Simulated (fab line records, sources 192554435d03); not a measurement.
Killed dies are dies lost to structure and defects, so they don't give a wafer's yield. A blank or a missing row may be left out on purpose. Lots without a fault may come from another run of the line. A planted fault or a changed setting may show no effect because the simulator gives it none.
Split-lot experiment | flow n5_finfet | 7 lots, 21 wafers read, on a route of 1938 steps

THE SPLIT
At N5_WELL_APT_COAT_02 (resist thk 950 nm), the setting spin_rpm was moved away from the recipe's 1357 rpm on 12 of the 21 wafers read, by -6.9% to +4.3%. The other wafers ran this setting at the recipe's value.

The reading is taken at the split's own step.

THE READING
coat_of_WELL_APT_COAT_02.thk_nm (the simulator's own value, which no gauge read), in nm, at N5_WELL_APT_COAT_02 (resist thk 950 nm). The file gives no usual value for it. The 9 wafers here that ran the recipe average 949.7 nm, standard deviation 1.9 nm.

wafer  | tool, chamber at the split | spin_rpm as run, rpm | against the recipe | coat_of_WELL_APT_COAT_02.thk_nm, nm | against lot-mates on the recipe
L075.2 | litho_track-02, 0          | 1306                 | -3.8%              | 965.5                               | +18.6
L075.3 | litho_track-02, 0          | 1306                 | -3.8%              | 966.9                               | +20.0
L075.4 | litho_track-02, 0          | 1357                 | recipe             | 946.9                               | -
L076.1 | litho_track-01, 0          | 1312                 | -3.3%              | 965.5                               | +16.4
L076.4 | litho_track-01, 0          | 1357                 | recipe             | 949.1                               | -
L076.5 | litho_track-01, 0          | 1312                 | -3.3%              | 967.8                               | +18.7
L078.1 | litho_track-02, 0          | 1357                 | recipe             | 951.1                               | -
L078.4 | litho_track-02, 0          | 1357                 | recipe             | 949.8                               | -
L078.6 | litho_track-02, 0          | 1357                 | recipe             | 951.5                               | -
L084.1 | litho_track-03, 0          | 1357                 | recipe             | 949.6                               | -
L084.2 | litho_track-03, 0          | 1263                 | -6.9%              | 982.7                               | +32.7
L084.5 | litho_track-03, 0          | 1357                 | recipe             | 950.4                               | -
L090.1 | litho_track-03, 0          | 1416                 | +4.3%              | 931.6                               | -17.7
L090.2 | litho_track-03, 0          | 1357                 | recipe             | 946.3                               | -
L090.4 | litho_track-03, 0          | 1357                 | recipe             | 952.4                               | -
L094.1 | litho_track-02, 0          | 1293                 | -4.7%              | 974.8                               | no lot-mate on the recipe
L094.3 | litho_track-02, 0          | 1293                 | -4.7%              | 970.5                               | no lot-mate on the recipe
L094.5 | litho_track-02, 0          | 1293                 | -4.7%              | 971.8                               | no lot-mate on the recipe
L095.1 | litho_track-02, 0          | 1265                 | -6.8%              | 977.5                               | no lot-mate on the recipe
L095.2 | litho_track-02, 0          | 1265                 | -6.8%              | 976                                 | no lot-mate on the recipe
L095.6 | litho_track-02, 0          | 1265                 | -6.8%              | 980.2                               | no lot-mate on the recipe

THE FIT
A straight line over all 21 wafers: coat_of_WELL_APT_COAT_02.thk_nm changes by -4.4 nm for each +1% of spin_rpm; r = -0.99; the points scatter about the line by 2.2 nm.
The same after taking each lot's own level away (the mean of its wafers on the recipe; 15 wafers): -4.74 nm for each +1%; r = -0.99; scatter 1.7 nm.
On that fit, the largest move of spin_rpm shifts the reading by 33 nm.
The lots' own levels span 946.90 to 950.80 nm, that is 2.0 times the standard deviation above.
So the lot-to-lot level changes the slope little: the two slopes agree.
Check: with one of the wafers moved furthest among these (-6.9%) left out of the fit, the line predicts +33.9 nm for it against its lot-mates. It came out at +32.7 nm against them.

THE FILE'S OWN FIT
coat_of_WELL_APT_COAT_02.thk_nm changes by -4.72 nm for each +1% of spin_rpm, r = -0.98.
